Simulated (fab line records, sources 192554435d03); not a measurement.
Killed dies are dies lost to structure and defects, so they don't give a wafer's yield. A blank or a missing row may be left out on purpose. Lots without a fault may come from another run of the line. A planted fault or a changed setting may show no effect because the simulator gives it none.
fab line records | flow n5_finfet
record lots=11 wafers=32 last_day=18
route steps=1938 shown BEOL_M3@1005 BEOL_M4@1024 PASSIVATION@1936
lots that met no fault: from a run of the same line without faults
start_h: hours from the record's first day to the start of the lot's first wafer shown | wait_h: hours since the lot's step before | " the same as in the row above | L1.1+2: a row that stands for several wafers | - no value, or no start given | * or withheld: withheld | < > ~ a bound
route shown NAME@n: a module of which the file shows steps, and the number in the route of the first | usual: mean/standard deviation of fault-free wafers | same: alike in all rows | chamber/n: place in a boat | sites: the reading at each site | _std_site: their standard deviation | _edge_site: outer sites' mean less inner sites' | radius_mm: how far each site lies from the wafer's centre | mask NAME#n: copy n | behind: the tool/chamber that last shaped the wafer | hold: why the lot was held/for how many hours/how that ended | device: the transistor (n, p or np) that didn't switch | end of line: the same wafers' tests at the end of the route | a step without rows: its recipe alone | killed: dies lost to structure and defects at the first sort, not the wafer's yield | map: a wafer's dies, x killed, . not, _ none there
set.NAME: the setting as run; set.NAME@STEP: as run at that earlier step | model.NAME: the simulator's own value behind a step, which no gauge read
steps of the route over a sample of lots; a table a step, a row a wafer
services: from which hour (start_h, from the record's first day; less than 0 if before it) a tool's chamber was out of use, for how many hours, and why
## steps
# step N5_BEOL_M3_ANNEAL_91
# recipe temp_c=400 time_s=240 ambient=vacuum
# usual heater_power_w=824/110
# columns lot.wafer tool chamber start_h wait_h heater_power_w
L137.1 pvd_sputter-02 - 150.78 0.0 772
L137.3 " - " " 1066
L137.6 " - " " 751
L138.1 pvd_sputter-01 - 163.17 0.0 821
L138.3 " - " " 746
L138.4 " - " " 795
L143.2 pvd_sputter-02 - 193.78 0.0 743
L143.4 " - " " 734
L143.5 " - " " 735
L144.1 pvd_sputter-01 - 200.76 0.0 942
L144.4 " - " " 750
L144.5 " - " " 760
L154.3 pvd_sputter-01 - 257.68 0.0 784
L154.4 " - " " 737
L154.6 " - " " 801
L156.3 pvd_sputter-03 - 270.54 0.0 736
L156.4 " - " " 700
L156.6 " - " " 852
L155.3 pvd_sputter-01 - 270.65 0.0 795
L155.4 " - " " 793
L155.6 " - " " 934
L157.1 pvd_sputter-02 - 287.33 0.0 791
L157.5 " - " " 788
L157.6 " - " " 713
L158.2 pvd_sputter-03 - 287.76 0.0 754
L158.4 " - " " 943
L158.6 " - " " 735
L159.5 pvd_sputter-02 - 291.08 0.1 713
L159.6 " - " " 776
L160.1 pvd_sputter-02 - 306.50 0.0 1083
L160.2 " - " " 767
L160.3 " - " " 709
# step N5_BEOL_M3_PRE_CLEAN_60
# recipe gas=NH3/H2 time_s=15 temp_c=* rf_power_w=300
# usual heater_power_w=105/26
# columns lot.wafer tool chamber start_h wait_h heater_power_w
L137.1 cvd_co-02 2 153.32 0.0 133
L137.3 " 0 " " 82
L137.6 " 0 " " 79
L138.1 cvd_co-01 1 174.04 0.0 137
L138.3 " 0 " " 77
L138.4 " 2 " " 82
L143.2 cvd_co-02 2 195.19 0.0 136
L143.4 " 0 " " 82
L143.5 " 1 " " 101
L144.1 cvd_co-02 1 202.16 0.0 105
L144.4 " 0 " " 83
L144.5 " 2 " " 133
L154.3 cvd_co-01 0 259.09 0.0 79
L154.4 " 1 " " 142
L154.6 " 2 " " 85
L156.3 cvd_co-02 2 271.94 0.0 131
L156.4 " 2 " " 133
L156.6 " 0 " " 83
L155.3 cvd_co-01 1 272.05 0.0 147
L155.4 " 1 " " 143
L155.6 " 2 " " 83
L157.1 cvd_co-02 1 288.74 0.0 105
L157.5 " 0 " " 86
L157.6 " 2 " " 136
L159.5 cvd_co-02 1 292.46 0.1 104
L159.6 " 2 " " 139
L158.2 cvd_co-01 2 297.99 0.0 81
L158.4 " 1 " " 142
L158.6 " 0 " " 78
L160.1 cvd_co-01 0 308.05 0.1 77
L160.2 " 2 " " 83
L160.3 " 1 " " 142
# step N5_BEOL_M4_HM_DEP_02
# recipe material=TiN target_thk_a=200 temp_c=25 chamber_pressure_pa=0.49996
# usual chamber_pressure_pa=0.4999/0.001 throttle_valve_pct=30.4/1.3
# columns lot.wafer tool chamber start_h wait_h chamber_pressure_pa throttle_valve_pct
L137.1 pvd_sputter-01 - 154.63 0.9 0.4988 31.2
L137.3 " - " " 0.5005 28.3
L137.6 " - " " 0.5011 30.1
L138.1 pvd_sputter-01 - 174.48 0.0 0.5008 28.4
L138.3 " - " " 0.5001 31.4
L138.4 " - " " 0.4995 30.3
L143.2 pvd_sputter-03 - 198.11 2.5 0.4980 31.8
L143.4 " - " " 0.5014 28.5
L143.5 " - " " 0.4992 31.6
L144.1 pvd_sputter-01 - 203.32 0.7 0.4980 32.0
L144.4 " - " " 0.5006 30.2
L144.5 " - " " 0.4998 31.3
L154.3 pvd_sputter-02 - 259.53 0.0 0.5003 30.8
L154.4 " - " " 0.4997 30.1
L154.6 " - " " 0.4999 28.7
L156.3 pvd_sputter-03 - 272.94 0.6 0.5005 29.0
L156.4 " - " " 0.4994 31.6
L156.6 " - " " 0.5009 29.0
L155.3 pvd_sputter-03 - 273.04 0.6 0.5002 29.0
L155.4 " - " " 0.5008 31.7
L155.6 " - " " 0.5011 29.2
L157.1 pvd_sputter-02 - 292.35 3.2 0.5009 30.3
L157.5 " - " " 0.4996 29.1
L157.6 " - " " 0.5022 31.0
L159.5 pvd_sputter-01 - 293.33 0.3 0.5021 30.3
L159.6 " - " " 0.4990 28.3
L158.2 pvd_sputter-03 - 302.49 4.1 0.5000 31.9
L158.4 " - " " 0.4989 28.9
L158.6 " - " " 0.4997 31.3
L160.1 pvd_sputter-03 - 308.53 0.1 0.5011 28.9
L160.2 " - " " 0.5000 32.4
L160.3 " - " " 0.4989 28.5
# step N5_BEOL_M4_COAT_62
# recipe resist=SiARC temp_c=220 time_s=60 spin_rpm=1500 resist_thk_nm=12
# usual exhaust_pa=44.9/0.84 spin_speed_rpm=1500.0/1.2
# columns lot.wafer tool chamber start_h wait_h exhaust_pa spin_speed_rpm
L137.1 litho_track-05 0 154.76 - 43.9 1499.8
L137.3 " 0 " " 43.8 1501.6
L137.6 " 0 " " 44.4 1499.4
L138.1 litho_track-04 0 174.61 - 45.4 1500.8
L138.3 " 0 " " 44.7 1502.2
L138.4 " 0 " " 43.9 1500.0
L143.2 litho_track-04 0 198.24 - 47.1 1378.3
L143.4 " 0 " " 46.0 1375.1
L143.5 " 0 " " 45.4 1378.8
L144.1 litho_track-04 0 203.45 - 45.3 1376.0
L144.4 " 0 " " 46.0 1375.9
L144.5 " 0 " " 45.3 1376.6
L154.3 litho_track-03 0 259.66 - 45.9 1500.6
L154.4 " 0 " " 46.2 1499.2
L154.6 " 0 " " 45.6 1497.8
L156.3 litho_track-05 0 273.07 - 44.9 1499.3
L156.4 " 0 " " 45.3 1498.6
L156.6 " 0 " " 44.4 1500.0
L155.3 litho_track-05 0 273.17 - 44.8 1499.7
L155.4 " 0 " " 44.7 1500.6
L155.6 " 0 " " 44.4 1501.2
L157.1 litho_track-04 0 292.48 - 44.7 1499.2
L157.5 " 0 " " 44.4 1502.3
L157.6 " 0 " " 45.6 1498.6
L159.5 litho_track-05 0 293.41 - 45.3 1499.2
L159.6 " 0 " " 43.1 1500.4
L158.2 litho_track-03 0 302.62 - 45.6 1500.7
L158.4 " 0 " " 45.3 1500.8
L158.6 " 0 " " 45.1 1499.8
L160.1 litho_track-03 0 308.66 - 44.2 1501.2
L160.2 " 0 " " 44.3 1501.8
L160.3 " 0 " " 45.4 1500.7
# step N5_BEOL_M4_RC_MEAS_101
# usual DIBL_N=35.7/1.5 DIBL_P=35.7/2 IOFF_N=0.155/0.026 IOFF_P=0.20/0.031 ION_N=675/11 ION_P=462/7.1 SS_N=71.3/0.57 SS_P=73.1/0.56 VT_N=250/3 VT_P=-251/3
# columns lot.wafer tool chamber start_h wait_h DIBL_N[mV/V] DIBL_P[mV/V] IOFF_N[nA/um] IOFF_P[nA/um] ION_N[uA/um] ION_P[uA/um] SS_N[mV/dec] SS_P[mV/dec] VT_N[mV] VT_P[mV]
L137.1 prober-02 0 175.87 0.0 36.7 36.3 0.153 0.21 667 459 71.6 72.7 251 -252
L137.3 " 0 " " 37.2 36.8 0.171 0.23 673 459 71.7 73.6 250 -249
L137.6 " 0 " " 35.3 34.4 0.142 0.18 666 461 71.2 72.6 252 -251
L138.1 prober-01 0 185.28 0.0 37.9 38.4 0.208 0.24 696 472 72.1 73.4 245 -247
L138.3 " 0 " " 37.5 37.2 0.182 0.23 671 461 71.8 73.3 247 -248
L138.4 " 0 " " 35.9 36.3 0.166 0.22 688 474 70.9 73.4 247 -249
L143.2 prober-01 0 216.71 0.2 36.2 37.5 0.178 0.24 685 470 71.6 72.9 246 -247
L143.4 " 0 " " 37.4 38.2 0.200 0.24 684 469 71.5 73.6 245 -246
L143.5 " 0 " " 35.3 36.8 0.169 0.22 686 475 70.8 72.9 247 -250
L144.1 prober-01 0 217.48 0.7 34.3 34.2 0.123 0.16 676 456 71.0 73.0 253 -253
L144.4 " 0 " " 31.8 31.0 0.089 0.13 667 460 70.7 72.3 259 -258
L144.5 " 0 " " 32.5 31.7 0.099 0.13 658 453 70.8 71.9 257 -258
L154.3 prober-01 0 267.86 0.3 35.5 35.8 0.158 0.20 681 464 70.7 73.1 246 -251
L154.4 " 0 " " 37.5 39.5 0.209 0.26 700 476 71.8 73.2 242 -247
L154.6 " 0 " " 35.3 35.7 0.144 0.20 661 460 71.2 72.8 249 -250
L156.3 prober-01 0 286.34 0.3 34.8 33.1 0.112 0.18 654 458 71.0 72.4 255 -251
L156.4 " 0 " " 36.9 36.3 0.160 0.23 682 474 71.2 73.0 248 -247
L156.6 " 0 " " 36.3 35.8 0.146 0.22 679 468 71.5 72.6 250 -249
L155.3 prober-02 0 293.25 0.3 33.4 34.3 0.121 0.14 668 450 71.4 72.9 253 -256
L155.4 " 0 " " 34.1 34.8 0.133 0.15 677 455 71.6 72.9 250 -257
L155.6 " 0 " " 34.6 35.3 0.136 0.15 677 456 71.7 72.8 250 -258
L157.1 prober-01 0 305.37 0.0 34.4 34.9 0.137 0.18 666 456 71.0 72.7 251 -253
L157.5 " 0 " " 33.9 34.4 0.128 0.18 659 456 71.1 72.4 252 -255
L157.6 " 0 " " 36.7 37.3 0.166 0.21 675 459 71.2 73.2 250 -253
L158.2 prober-02 0 312.09 0.2 31.0 29.9 0.093 0.14 657 459 69.6 71.6 255 -254
L158.4 " 0 " " 36.2 35.2 0.162 0.20 678 460 71.8 73.4 248 -250
L158.6 " 0 " " 37.6 38.5 0.201 0.26 679 464 71.5 73.3 249 -248
L159.5 prober-01 0 312.16 0.6 36.4 38.0 0.163 0.20 666 459 71.1 73.1 246 -252
L159.6 " 0 " " 37.0 39.4 0.172 0.22 676 464 71.1 73.1 249 -251
L160.1 prober-02 0 320.07 0.0 36.7 38.3 0.173 0.21 680 466 72.6 73.2 247 -251
L160.2 " 0 " " 37.4 38.4 0.189 0.22 674 461 71.5 73.3 246 -251
L160.3 " 0 " " 35.5 37.9 0.159 0.21 683 462 72.3 72.8 249 -250
# step N5_PASSIVATION_PROBE_49
# usual defect_limited_yield=91.4/1.5 killed_at_M0_to_M3=34/10 killed_at_M4_up=15/6 killed_at_contacts=12/6 killed_at_front_end=37/11 killed_at_other=3.3/2.8 killed_dies=101/18 killed_open=66/14 killed_short=33/7.8 sort_bin_5_function=5.0/0.97 sort_bin_6_memory=3.2/0.72 sort_n_pass=1079/18 sort_yield_pct=91.4/1.5
# same gross_dies=1180 killed_at_back_side=0 sort_bin_4_leakage[%]=0 sort_bin_8_speed[%]=0
# columns lot.wafer tool chamber start_h wait_h defect_limited_yield[%] killed_at_M0_to_M3 killed_at_M4_up killed_at_contacts killed_at_front_end killed_at_other killed_dies killed_open killed_short sort_bin_5_function[%] sort_bin_6_memory[%] sort_n_pass sort_yield_pct[%]
L137.1 prober-02 - 288.29 0.0 92.5 35 11 12 24 6 88 53 35 4.2 3.1 1092 92.5
L137.3 prober-02 - 288.39 0.1 92.6 26 13 14 29 5 87 48 38 3.7 3.3 1093 92.6
L137.6 prober-02 - 288.54 0.3 92.5 36 7 8 32 6 89 64 24 4.2 3.1 1091 92.5
L143.2 prober-02 - 321.89 0.1 91.9 39 11 21 25 0 96 58 36 4.7 2.9 1084 91.9
L143.4 prober-02 - 321.99 0.2 89.5 54 11 15 40 4 124 80 43 6.8 3.3 1056 89.5
L143.5 prober-02 - 322.04 0.2 91.0 48 18 18 20 2 106 74 31 5.3 3.2 1074 91.0
L156.3 prober-02 - 385.96 0.1 92.0 33 3 16 41 1 94 65 29 5.1 2.7 1086 92.0
L156.4 prober-02 - 386.01 0.2 90.0 36 13 25 37 7 118 70 48 5.8 3.5 1062 90.0
L156.6 prober-02 - 386.11 0.3 90.1 30 14 13 57 3 117 80 37 5.5 4.1 1063 90.1
# killed by level:class
L137.1 FIN_SAQP:geometric_particle:open=9 BEOL_M0_SAQP:geometric_particle:open=8 MOL_CONTACT_COAG:geometric_particle:open=7 BEOL_M0_SAQP:geometric_particle:short=6 BEOL_M1:geometric_particle:open=6 MOL_CONTACT_COAG:geometric_particle:short=5 BEOL_M2:geometric_particle:short=5 BEOL_M4:geometric_particle:open=5
L137.3 FIN_SAQP:geometric_particle:short=10 FIN_SAQP:geometric_particle:open=9 MOL_CONTACT_COAG:geometric_particle:open=9 BEOL_M0_SAQP:geometric_particle:open=7 BEOL_M0_SAQP:geometric_particle:short=7 BEOL_M1:geometric_particle:open=7 MOL_CONTACT_COAG:geometric_particle:short=5 BEOL_M4:geometric_particle:open=5
L137.6 BEOL_M3:geometric_particle:open=10 FIN_SAQP:geometric_particle:open=9 BEOL_M1:geometric_particle:open=8 STI_FIN_REVEAL:geometric_particle:open=7 MOL_CONTACT_COAG:geometric_particle:open=7 BEOL_M0_SAQP:geometric_particle:open=5 BEOL_M0_SAQP:geometric_particle:short=5 BEOL_M1:geometric_particle:short=5
L143.2 MOL_CONTACT_COAG:geometric_particle:open=16 BEOL_M0_SAQP:geometric_particle:open=14 BEOL_M0_SAQP:geometric_particle:short=11 BEOL_M1:geometric_particle:open=7 MOL_CONTACT_COAG:geometric_particle:short=5 STARTING-WAFER:geometric_particle:short=5 FIN_SAQP:geometric_particle:open=4 BEOL_M3:geometric_particle:open=4
L143.4 BEOL_M0_SAQP:geometric_particle:open=16 MOL_CONTACT_COAG:geometric_particle:open=13 FIN_SAQP:geometric_particle:open=10 BEOL_M0_SAQP:geometric_particle:short=10 BEOL_M1:geometric_particle:open=9 DUMMY_GATE:geometric_particle:open=6 BEOL_M0:geometric_particle:short=6 BEOL_M3:geometric_particle:open=6
L143.5 MOL_CONTACT_COAG:geometric_particle:open=11 BEOL_M0_SAQP:geometric_particle:short=11 BEOL_M2:geometric_particle:open=10 DUMMY_GATE:geometric_particle:open=9 BEOL_M0_SAQP:geometric_particle:open=8 MOL_CONTACT_COAG:geometric_particle:short=7 BEOL_M1:geometric_particle:open=7 BEOL_M4:geometric_particle:open=7
L156.3 FIN_SAQP:geometric_particle:open=14 MOL_CONTACT_COAG:geometric_particle:open=12 BEOL_M3:geometric_particle:open=12 DUMMY_GATE:geometric_particle:open=8 BEOL_M0_SAQP:geometric_particle:open=7 FIN_SAQP:geometric_particle:short=5 BEOL_M0_SAQP:geometric_particle:short=5 MOL_CONTACT_COAG:geometric_particle:short=4
L156.4 MOL_CONTACT_COAG:geometric_particle:open=21 BEOL_M0_SAQP:geometric_particle:short=13 BEOL_M4:geometric_particle:open=10 GATE_CUT:geometric_particle:short=9 BEOL_M0_SAQP:geometric_particle:open=7 FIN_SAQP:geometric_particle:open=5 STI_FIN_REVEAL:geometric_particle:open=5 FIN_SAQP:geometric_particle:short=4
L156.6 FIN_SAQP:geometric_particle:open=18 MOL_CONTACT_COAG:geometric_particle:open=10 BEOL_M0_SAQP:geometric_particle:open=9 GATE_CUT:geometric_particle:short=9 BEOL_M3:geometric_particle:open=9 FIN_SAQP:geometric_particle:short=6 STI_FIN_REVEAL:geometric_particle:open=6 BEOL_M0_SAQP:geometric_particle:short=5
## services
# columns tool chamber start_h hours kind
pvd_sputter-03 - 144.93 4.2 repair
pvd_sputter-03 - 178.36 1.0 repair
cvd_co-02 - 195.30 6.0 pm
cvd_co-02 - 215.45 1.5 repair
cvd_co-02 1 240.53 10.1 repair
cvd_co-02 0 290.57 66.4 repair
cvd_co-01 - 298.11 6.9 pm
## key
first_sign step=N5_BEOL_M4_COAT_62 reading=spin_speed_rpm direction=down sigmas=99+ usual=* struck=*
effect none on later readings
met_at N5_BEOL_M4_COAT_62
struck_lots L143,L144
not_acting_at N5_BEOL_M3_ANNEAL_91,N5_BEOL_M3_PRE_CLEAN_60,N5_BEOL_M4_HM_DEP_02
onset_between 174.61 198.24
fault kind=process_parameter_drift tool=litho_track-04 chamber=- onset_h=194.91 steps=N5_BEOL_M4_COAT_62 channel=spin_rpm offset=* shape=step end_h=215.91 acts_in=* stated=*
